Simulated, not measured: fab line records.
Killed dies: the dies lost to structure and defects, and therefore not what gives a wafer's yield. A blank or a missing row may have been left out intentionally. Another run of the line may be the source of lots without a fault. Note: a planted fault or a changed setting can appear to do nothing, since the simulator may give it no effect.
Split-lot trial | flow n5Finfet | 39 wafers read across 7 lots, on a route 1938 steps long

== ABOUT THE SPLIT ==
At N5_FIN_SAQP_MANDREL_ETCH_22 (etches a-Si in HBr/Cl2, stops on SiNx, target depth 60 nm, bt time 10 s, time 30 s), the setting targetDepthA was moved away from the recipe's 600 angstrom on 15 of the 39 wafers read, by -7.2% to +12.6%. The other wafers ran this setting at the recipe's value.

The reading is taken at the split's own step.

== THE READING ==
oesProductAu, in a.u., at N5_FIN_SAQP_MANDREL_ETCH_22 (etches a-Si in HBr/Cl2, stops on SiNx, target depth 60 nm, bt time 10 s, time 30 s). On this fab line, fault-free wafers typically give 0.774 a.u. with a standard deviation of 0.013 a.u.

wafer  | tool, chamber at the split | targetDepthA as run, angstrom | against the recipe | oesProductAu, a.u. | against lot-mates on the recipe
L076.1 | rieSi-06, 3                | 600                           | recipe             | 0.767              | -
L076.2 | rieSi-06, 2                | 600                           | recipe             | 0.778              | -
L076.3 | rieSi-06, 0                | 574.8                         | -4.2%              | 0.794              | +0.017
L076.4 | rieSi-06, 1                | 600                           | recipe             | 0.785              | -
L076.5 | rieSi-06, 1                | 574.8                         | -4.2%              | 0.807              | +0.030
L076.6 | rieSi-06, 0                | 574.8                         | -4.2%              | 0.796              | +0.019
L084.1 | rieSi-06, 1                | 651.4                         | +8.6%              | 0.734              | -0.033
L084.2 | rieSi-06, 0                | 600                           | recipe             | 0.761              | -
L084.3 | rieSi-06, 2                | 600                           | recipe             | 0.770              | -
L084.4 | rieSi-06, 3                | 651.4                         | +8.6%              | 0.734              | -0.033
L084.5 | rieSi-06, 1                | 651.4                         | +8.6%              | 0.733              | -0.034
L084.6 | rieSi-06, 2                | 600                           | recipe             | 0.771              | -
L088.1 | rieSi-02, 3                | 675.8                         | +12.6%             | 0.698              | -0.087
L088.2 | rieSi-02, 0                | 675.8                         | +12.6%             | 0.731              | -0.054
L088.3 | rieSi-02, 1                | 600                           | recipe             | 0.792              | -
L088.4 | rieSi-02, 2                | 600                           | recipe             | 0.777              | -
L088.5 | rieSi-02, 3                | 675.8                         | +12.6%             | 0.711              | -0.074
L088.6 | rieSi-02, 2                | 600                           | recipe             | 0.785              | -
L093.1 | rieSi-06, 0                | 600                           | recipe             | 0.769              | -
L093.2 | rieSi-06, 2                | 600                           | recipe             | 0.790              | -
L093.3 | rieSi-06, 1                | 600                           | recipe             | 0.758              | -
L093.4 | rieSi-06, 3                | 600                           | recipe             | 0.767              | -
L093.5 | rieSi-06, 3                | 600                           | recipe             | 0.789              | -
L093.6 | rieSi-06, 2                | 600                           | recipe             | 0.779              | -
L095.1 | rieSi-06, 0                | 600                           | recipe             | 0.764              | -
L095.2 | rieSi-06, 2                | 658.7                         | +9.8%              | 0.744              | -0.033
L095.3 | rieSi-06, 1                | 658.7                         | +9.8%              | 0.740              | -0.037
L095.4 | rieSi-06, 3                | 658.7                         | +9.8%              | 0.736              | -0.041
L095.5 | rieSi-06, 3                | 600                           | recipe             | 0.778              | -
L095.6 | rieSi-06, 2                | 600                           | recipe             | 0.790              | -
L096.1 | rieSi-06, 0                | 600                           | recipe             | 0.780              | -
L096.2 | rieSi-06, 3                | 600                           | recipe             | 0.774              | -
L096.5 | rieSi-06, 1                | 600                           | recipe             | 0.787              | -
L097.1 | rieSi-01, 3                | 557                           | -7.2%              | 0.819              | +0.039
L097.2 | rieSi-01, 0                | 600                           | recipe             | 0.770              | -
L097.3 | rieSi-01, 2                | 557                           | -7.2%              | 0.831              | +0.051
L097.4 | rieSi-01, 1                | 600                           | recipe             | 0.775              | -
L097.5 | rieSi-01, 3                | 557                           | -7.2%              | 0.832              | +0.052
L097.6 | rieSi-01, 2                | 600                           | recipe             | 0.795              | -

THE FIT
A straight line over all 39 wafers: oesProductAu changes by -0.00512 a.u. for each +1% of targetDepthA; r = -0.94; the points scatter about the line by 0.011 a.u.
The same after taking each lot's own level away (the mean of its wafers on the recipe; 39 wafers): -0.0051 a.u. for each +1%; r = -0.94; scatter 0.01 a.u.
According to that fit, moving targetDepthA by its largest amount changes the reading by 0.064 a.u.
From 0.7673 to 0.7847 a.u.: that is the span of the lots' own levels, equal to 1.3 times the standard deviation above.
Hence the lot-to-lot level has little effect on the slope; both slopes agree.
Check: for one of the wafers moved furthest among these (+12.6%), held out of the fit, the line's prediction against its lot-mates is -0.0585 a.u. It came out at -0.0867 a.u. against them.
Tool readings at the split's step, against how far the setting was moved: oesProductAu r = -0.94.

== THE WHOLE CHAIN: every reading that the file lists as answering this split, in the file's order ==
step                        | what it does                                                                       | reading                                                                        | change (the file's fit)                   | r (the file's)
N5_FIN_SAQP_MANDREL_ETCH_22 | etches a-Si in HBr/Cl2, stops on SiNx, target depth 60 nm, bt time 10 s, time 30 s | oesProductAu                                                                   | -0.00498 a.u. for each +1% of the setting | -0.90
N5_FIN_SAQP_MANDREL_ETCH_22 | etches a-Si in HBr/Cl2, stops on SiNx, target depth 60 nm, bt time 10 s, time 30 s | SOC_of_FIN_SAQP_COAT_49.thkNm (the simulator's own value, which no gauge read) | -0.252 nm for each +1% of the setting     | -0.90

== THE FILE'S OWN FIT ==
oesProductAu changes by -0.00498 a.u. for each +1% of targetDepthA, r = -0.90.
